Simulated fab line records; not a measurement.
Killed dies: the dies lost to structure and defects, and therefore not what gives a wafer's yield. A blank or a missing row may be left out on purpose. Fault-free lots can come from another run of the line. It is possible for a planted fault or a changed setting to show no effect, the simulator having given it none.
A single fault, viewed from 2 desks | flow nand harc | only its own numbers are on each desk; what lay behind them is given at the end

## FOR THE TOOL OWNER'S DESK: krf scanner-01
The tool's own readings at NHARC_THIN_TSV_EXPOSE_09 (exposes mask TSV): means of the sampled wafers that have a number, for each lot that ran on this tool. Marked OUT: a lot whose mean sits more than 4 standard deviations from the usual mean, which makes it out of limits; the brackets give that distance.
Columns: A = exposure dose mJ cm2 at NHARC_THIN_TSV_EXPOSE_09, usual 30.70
lot  | first seen here | A
L494 | day 26 16:17    | 30.69
L506 | day 31 18:37    | 31.58 (+27) OUT
L508 | day 32 17:34    | 31.44 (+23) OUT
This desk finds L506, L508 out of limits, L506 being first, at day 31 18:37 (exposure dose mJ cm2 at NHARC_THIN_TSV_EXPOSE_09). L494 stayed within limits.

## THE DEFECT DESK
Lot by lot, what the route's inspections counted, given as the mean of those sampled wafers with a number. Marked OUT: a lot whose mean sits more than 4 standard deviations from the usual mean, which makes it out of limits; the brackets give that distance.
Columns: A = raw defect count at NHARC_HYBRID_BOND_INSPECT_06, usual 84
lot  | first seen here | A
L488 | day 24 07:46    | 29
L487 | day 24 11:53    | 104
L490 | day 24 18:47    | 161
L491 | day 25 12:25    | 73
L492 | day 26 05:19    | 114
L493 | day 26 12:32    | 120
L494 | day 26 12:32    | 92
L497 | day 28 07:58    | 91
L496 | day 28 15:01    | 29
L500 | day 29 11:43    | 69
L506 | day 31 16:03    | 76
L504 | day 31 21:00    | 95
L508 | day 32 15:02    | 65
L509 | day 33 02:23    | 20
This desk's verdict: no lot among the 14 shows anything out of limits.

## TAKEN TOGETHER
At day 31 18:37, on L506, L508, the tool owner's desk was in a position to raise an alarm.
Nothing the defect desk looked at was out of limits.
The defect desk has L506, L508 on record, within its limits.
Of the lots named, all ran NHARC_THIN_TSV_EXPOSE_09 on krf scanner-01.

## WHAT WAS PUT IN BY THE SIMULATOR
Process parameter drift: krf scanner-01, from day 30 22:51 on, at NHARC_THIN_TSV_EXPOSE_09. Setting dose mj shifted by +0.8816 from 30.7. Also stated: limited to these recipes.
Struck lots among those shown: L506, L508.
Each desk's first reading out of limits, in hours after the fault started: the tool owner's desk, 20.
